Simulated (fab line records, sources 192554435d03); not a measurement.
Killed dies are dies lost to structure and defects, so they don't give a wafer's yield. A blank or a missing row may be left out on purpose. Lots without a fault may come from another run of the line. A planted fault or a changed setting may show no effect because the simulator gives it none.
A struck lot beside a sound one | flow n5_finfet | 37 steps out of a route of 1938
Sound: wafers L753.2, L753.5, L753.6. Struck: wafers L750.1, L750.3, L750.4. The cause comes at the end.
At each step with rows: each side's tool, then ch and its chambers, then its first start. Under that, the readings that differ: sound wafers | struck wafers | difference of the means | sigmas: that difference in standard deviations of wafers without a fault.
alike: readings whose means differ by less than 2 such deviations, and words and numbers that are the same on both sides. not compared: withheld readings, readings that some wafer has no value for, bounds like >300 that may hide the same value, and numbers for which the record gives no deviation and whose values overlap.
The two part at a step that has a row with sigmas, a row that says differs or no value, or rows on one side only. Numbers that don't overlap but have no deviation are shown without sigmas and don't part them. A reading that every wafer of one side lacks parts them only if that side has two wafers or more.

first, 9 steps without rows for these wafers: N5_BEOL_M4_ANNEAL_95 (time 240 s); N5_BEOL_M4_SPUTTER_96 (material Cu, target thk 4.5 nm, time 8.29 s); N5_BEOL_M4_ECD_50 (material Cu, target thk 300 nm); N5_BEOL_M4_ANNEAL_51 (time 90 s); N5_BEOL_M4_CMP_52 (polishes, stops on SiOC, t overpolish 6.8 s, target thk 40 nm); N5_BEOL_M4_PRE_CLEAN_60 (time 15 s); N5_BEOL_M4_CO_CAP_55 (material Co, precursor CCTBA/H2, target thk 2 nm, time 102.1 s); N5_BEOL_M4_PRE_CLEAN_56 (time 15 s); N5_BEOL_M4_DEP_57 (deposits SiCN from 3MS/NH3, target thk 8 nm, time 14 s).
N5_BEOL_M4_RC_MEAS_101:
  sound on prober-02 ch 0, day 11 21:52; struck on prober-02 ch 0, day 10 16:47
  reading       | sound          | struck         | difference | sigmas
  DIBL_N (mV/V) | 35.1 34.5 35.5 | 41.4 37.9 37.0 | +3.7       | +2
  alike: DIBL_P, IOFF_N, IOFF_P, ION_N, ION_P, SS_N, SS_P, VT_N, VT_P
then, 24 steps without rows for these wafers: N5_BEOL_M5_ILD_DEP_00 (deposits SiCOH lowk from DEMS/porogen, target thk 140.64 nm, time 25.9 s); N5_BEOL_M5_CURE_79 (cures SiCOH lowk, time 240 s); N5_BEOL_M5_PECVD_70 (deposits SiO2 from TEOS/O2, target thk 16 nm, time 18 s); N5_BEOL_M5_HM_DEP_02 (deposits TiN, target thk 20 nm); N5_BEOL_M5_COAT_59 (time 60 s, resist thk 60 nm); N5_BEOL_M5_COAT_60 (time 60 s, resist thk 12 nm); N5_BEOL_M5_COAT_71 (time 60 s, resist thk 5 nm); N5_BEOL_M5_COAT_05 (resist thk 30 nm); N5_BEOL_M5_EBR_07; N5_BEOL_M5_SOFTBAKE_06 (time 60 s); N5_BEOL_M5_EXPOSE_08 (exposes mask M5, target cd 28 nm); N5_BEOL_M5_PEB_09 (peb time 60 s); N5_BEOL_M5_DEVELOP_10 (develop time 30 s); N5_BEOL_M5_DESCUM_16 (chemistry O2, time 7 s); N5_BEOL_M5_ETCH_72 (etches underlayer in N2/H2, target depth 6.5 nm, time 5.2 s); N5_BEOL_M5_ETCH_61 (etches SiARC in CF4, target depth 15.6 nm, time 26 s); N5_BEOL_M5_ETCH_62 (etches SOC in N2/H2, target depth 75 nm, overetch 15 nm, time 112.5 s); N5_BEOL_M5_STRIP_63 (strips in N2/H2); N5_BEOL_M5_STRIP_73 (strips in N2/H2); N5_BEOL_M5_STRIP_64 (strips in CF4); N5_BEOL_M5_HM_OPEN_17 (chemistry Cl2/BCl3, target TiN, target depth 20 nm, overetch 6 nm); N5_BEOL_M5_STRIP_19 (strips in O2); N5_BEOL_M5_COAT_65 (time 60 s, resist thk 60 nm); N5_BEOL_M5_COAT_66 (time 60 s, resist thk 12 nm).
-- the record jumps here: 2 days lie between the struck wafers' starts before and after (it left off in module BEOL_M5 and takes up again in module BEOL_M9, whose first step shown is number 1462 of the route) --
N5_BEOL_M9_ECD_50: material Cu, target thk 318 nm.
  sound on ecd_cu-01 ch 0,1, day 13 22:47; struck on ecd_cu-01 ch 0,1, day 12 21:35
N5_BEOL_M9_CMP_52: polishes, stops on SiCOH lowk, t overpolish 7 s, target thk 140 nm.
  sound on cmp-03 ch 0,1, day 13 23:20; struck on cmp-02 ch 1,2,3, day 12 22:41
  reading                | sound          | struck      | difference | sigmas
  time_to_endpoint_s (s) | 64.6 69.1 68.1 | 0.0 0.5 2.4 | -66.3      | -23
  alike: motor_current_A
  not compared: pad_life_wafers
-- the record jumps here: 3 days lie between the struck wafers' starts before and after (it left off in module BEOL_M9 and takes up again in module PASSIVATION, whose first step shown is number 1936 of the route) --
N5_PASSIVATION_PROBE_49:
  the record has rows for the struck wafers here (prober-01, day 15 11:55) and none for the sound ones

WHERE THEY PART
First at N5_BEOL_M4_RC_MEAS_101; last, within this record, at N5_PASSIVATION_PROBE_49.

WHY: what the simulator had put in
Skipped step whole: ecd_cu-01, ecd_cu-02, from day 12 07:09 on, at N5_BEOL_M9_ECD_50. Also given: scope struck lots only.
